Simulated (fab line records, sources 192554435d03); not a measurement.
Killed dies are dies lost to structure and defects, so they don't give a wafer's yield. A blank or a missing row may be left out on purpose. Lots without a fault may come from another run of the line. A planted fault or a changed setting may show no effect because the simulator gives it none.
Chamber matching | flow n5_finfet | N5_GATE_CUT_SAC_CAP_01 on ald_sin-01: 4 sister chambers
The step material SiNx, target thk 24 nm, pulse time 1 s, ald cycles 480. 20 wafers are shown with their chamber, then 10 later ones without.

WAFERS WITH THEIR CHAMBER
wafer  | chamber | heater_power_w (W) | precursor_pulse_height_rel
L074.4 | 1       | 914                | 1.014
L074.5 | 0       | 984                | 1.023
L074.6 | 1       | 917                | 1.011
L078.2 | 3       | 793                | 0.980
L078.4 | 1       | 874                | 0.971
L078.5 | 2       | 834                | 0.982
L081.3 | 0       | 957                | 1.006
L081.4 | 2       | 824                | 0.979
L081.5 | 0       | 953                | 1.017
L083.1 | 0       | 957                | 0.975
L083.5 | 2       | 838                | 1.006
L083.6 | 3       | 789                | 1.000
L084.1 | 0       | 947                | 1.000
L084.3 | 1       | 890                | 1.028
L084.6 | 0       | 935                | 1.014
L085.1 | 0       | 926                | 1.036
L085.2 | 2       | 829                | 0.967
L085.6 | 1       | 887                | 0.994
L088.1 | 1       | 903                | 0.975
L088.2 | 2       | 840                | 1.025

SIGNATURES (means of the wafers above)
reading                    | chamber 0 | chamber 1 | chamber 2 | chamber 3 | scatter within a chamber
heater_power_w             | 951.29    | 897.50    | 833.00    | 791.00    | 15.1
precursor_pulse_height_rel | 1.01014   | 0.99883   | 0.99180   | 0.99000   | 0.0212
Rule: a wafer's distance from a chamber is the root of the sum, over the readings, of the square of ((its reading less the chamber's mean) divided by the reading's scatter). The wafer belongs to the nearest chamber; if the next one is less than 2 further off, it can't be placed. The scatter: the root of (the sum of the squares of (reading less its chamber's mean) over the shown wafers, divided by (wafers less chambers)).

WAFERS WITHOUT THEIR CHAMBER
wafer  | heater_power_w (W) | precursor_pulse_height_rel
L088.5 | 942                | 1.029
L093.1 | 905                | 1.025
L093.4 | 949                | 0.999
L093.5 | 943                | 1.003
L094.1 | 918                | 0.997
L094.5 | 836                | 0.991
L094.6 | 937                | 0.988
L097.1 | 843                | 0.985
L097.2 | 898                | 0.977
L097.3 | 914                | 0.998

WHICH CHAMBER EACH WENT THROUGH
wafer  | from the rows above     | in truth
L088.5 | 0                       | 0
L093.1 | can't be placed: 1 or 0 | 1
L093.4 | 0                       | 0
L093.5 | 0                       | 0
L094.1 | can't be placed: 1 or 0 | 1
L094.5 | 2                       | 2
L094.6 | can't be placed: 0 or 1 | 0
L097.1 | 2                       | 2
L097.2 | 1                       | 1
L097.3 | can't be placed: 1 or 0 | 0
Placed correctly: 6 of 10. Can't be placed from these rows: 4 (the true chamber is among the candidates in 4). Placed wrongly: 0.
